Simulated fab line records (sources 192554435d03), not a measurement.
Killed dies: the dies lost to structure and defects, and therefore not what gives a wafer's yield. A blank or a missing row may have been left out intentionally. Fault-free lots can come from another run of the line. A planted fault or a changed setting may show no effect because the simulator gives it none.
Struck lot and sound lot, side by side || flow n5 finfet || 36 out of 1938 route steps
Sound: wafers L513.2, L513.4, L513.5. Struck: wafer L517.6 (left out: L517.2, L517.3 of the same lot, which were not struck); the cause appears at the end.
At each step with rows: each side's tool, then ch and its chambers, then its first start. Under that, the readings that differ: sound wafers || struck wafers || difference of the means || sigmas: that difference in standard deviations of wafers without a fault.
alike: readings whose means differ by less than 2 such deviations, and words and numbers that are the same on both sides. not compared: withheld readings, readings that some wafer has no value for, bounds like >300 that may hide the same value, and numbers for which the record gives no deviation and whose values overlap.
A row with sigmas, a row that says differs or no value, or rows on one side alone: a step with any of these is where the two part. Numbers that have no deviation but don't overlap get no sigmas and don't part them. Lack of a reading on every wafer of one side parts them only where that side has two or more wafers.

first, 9 steps without rows for these wafers: N5_BEOL_M4_ANNEAL_95 (time 240 s); N5_BEOL_M4_SPUTTER_96 (material Cu, target thk 4.5 nm, time 8.29 s); N5_BEOL_M4_ECD_50 (material Cu, target thk 300 nm); N5_BEOL_M4_ANNEAL_51 (time 90 s); N5_BEOL_M4_CMP_52 (polishes, stops on SiOC, t overpolish 6.8 s, target thk 40 nm); N5_BEOL_M4_PRE_CLEAN_60 (time 15 s); N5_BEOL_M4_CO_CAP_55 (material Co, precursor CCTBA/H2, target thk 2 nm, time 102.1 s); N5_BEOL_M4_PRE_CLEAN_56 (time 15 s); N5_BEOL_M4_DEP_57 (deposits SiCN from 3MS/NH3, target thk 8 nm, time 14 s).
N5_BEOL_M4_RC_MEAS_101:
  sound on prober-02 ch 0, day 10 09:22; struck on prober-02 ch 0, day 11 03:17
  alike: DIBL_N, DIBL_P, IOFF_N, IOFF_P, ION_N, ION_P, SS_N, SS_P, VT_N, VT_P
then, 24 steps without rows for these wafers: N5_BEOL_M5_ILD_DEP_00 (deposits SiCOH lowk from DEMS/porogen, target thk 140.64 nm, time 25.9 s); N5_BEOL_M5_CURE_79 (cures SiCOH lowk, time 240 s); N5_BEOL_M5_PECVD_70 (deposits SiO2 from TEOS/O2, target thk 16 nm, time 18 s); N5_BEOL_M5_HM_DEP_02 (deposits TiN, target thk 20 nm); N5_BEOL_M5_COAT_59 (time 60 s, resist thk 60 nm); N5_BEOL_M5_COAT_60 (time 60 s, resist thk 12 nm); N5_BEOL_M5_COAT_71 (time 60 s, resist thk 5 nm); N5_BEOL_M5_COAT_05 (resist thk 30 nm); N5_BEOL_M5_EBR_07; N5_BEOL_M5_SOFTBAKE_06 (time 60 s); N5_BEOL_M5_EXPOSE_08 (exposes mask M5, target cd 28 nm); N5_BEOL_M5_PEB_09 (peb time 60 s); N5_BEOL_M5_DEVELOP_10 (develop time 30 s); N5_BEOL_M5_DESCUM_16 (chemistry O2, time 7 s); N5_BEOL_M5_ETCH_72 (etches underlayer in N2/H2, target depth 6.5 nm, time 5.2 s); N5_BEOL_M5_ETCH_61 (etches SiARC in CF4, target depth 15.6 nm, time 26 s); N5_BEOL_M5_ETCH_62 (etches SOC in N2/H2, target depth 75 nm, overetch 15 nm, time 112.5 s); N5_BEOL_M5_STRIP_63 (strips in N2/H2); N5_BEOL_M5_STRIP_73 (strips in N2/H2); N5_BEOL_M5_STRIP_64 (strips in CF4); N5_BEOL_M5_HM_OPEN_17 (chemistry Cl2/BCl3, target TiN, target depth 20 nm, overetch 6 nm); N5_BEOL_M5_STRIP_19 (strips in O2); N5_BEOL_M5_COAT_65 (time 60 s, resist thk 60 nm); N5_BEOL_M5_COAT_66 (time 60 s, resist thk 12 nm).
-- record jumps: 4 days separate the struck wafers' starts on either side; left off in module BEOL_M5, taken up again in module MIM_TOP_ETCH, whose first shown step is the route's number 1851 --
N5_MIM_TOP_ETCH_ETCH_00: etches TiN in Cl2/BCl3, target depth 38.5 nm.
  sound on rie metal-03 ch 0,1, day 14 06:49; struck on rie metal-03 ch 1, day 15 07:12
{"reading": "model.etch.depth nm (nm)", "sound": "36.76 36.59 39.22", "struck": 31.79, "difference": -5.73, "sigmas": ""}
{"reading": "model.MIM_TOP_ETCH.feature depth nm (nm)", "sound": "36.8 36.6 39.2", "struck": 31.8, "difference": -5.7, "sigmas": ""}
  alike: drypump motor current A, mfc ar sccm, oes product au, throttle valve pct
  not compared: rf hours counter h
N5_PASSIVATION_PROBE_49:
  sound on prober-02 at day 14 18:00; struck on prober-01 at day 15 18:32
{"reading": "defect limited yield (%)", "sound": "92.2 91.9 93.4", "struck": 11.5, "difference": -81.0, "sigmas": -58}
{"reading": "killed at other", "sound": "10 8 4", "struck": 959, "difference": "+952", "sigmas": "+99 or more"}
{"reading": "killed dies", "sound": "92 96 78", "struck": 1044, "difference": "+955", "sigmas": "+60"}
{"reading": "killed on rim", "sound": "15 17 12", "struck": 152, "difference": "+137", "sigmas": "+33"}
{"reading": "sort_bin_5_function (%)", "sound": "4.8 4.9 3.4", "struck": 85.5, "difference": "+81.1", "sigmas": "+91"}
{"reading": "sort n pass", "sound": "1086 1084 1102", "struck": 136, "difference": -955, "sigmas": -60}
  alike: killed_at_M0_to_M3, killed_at_M4_up, killed at contacts, killed at front end, killed open, killed short, sort_bin_6_memory, sort_bin_8_speed

## WHERE THEY PART
Only at N5_PASSIVATION_PROBE_49, as far as this record shows.

WHY: what the simulator had put in
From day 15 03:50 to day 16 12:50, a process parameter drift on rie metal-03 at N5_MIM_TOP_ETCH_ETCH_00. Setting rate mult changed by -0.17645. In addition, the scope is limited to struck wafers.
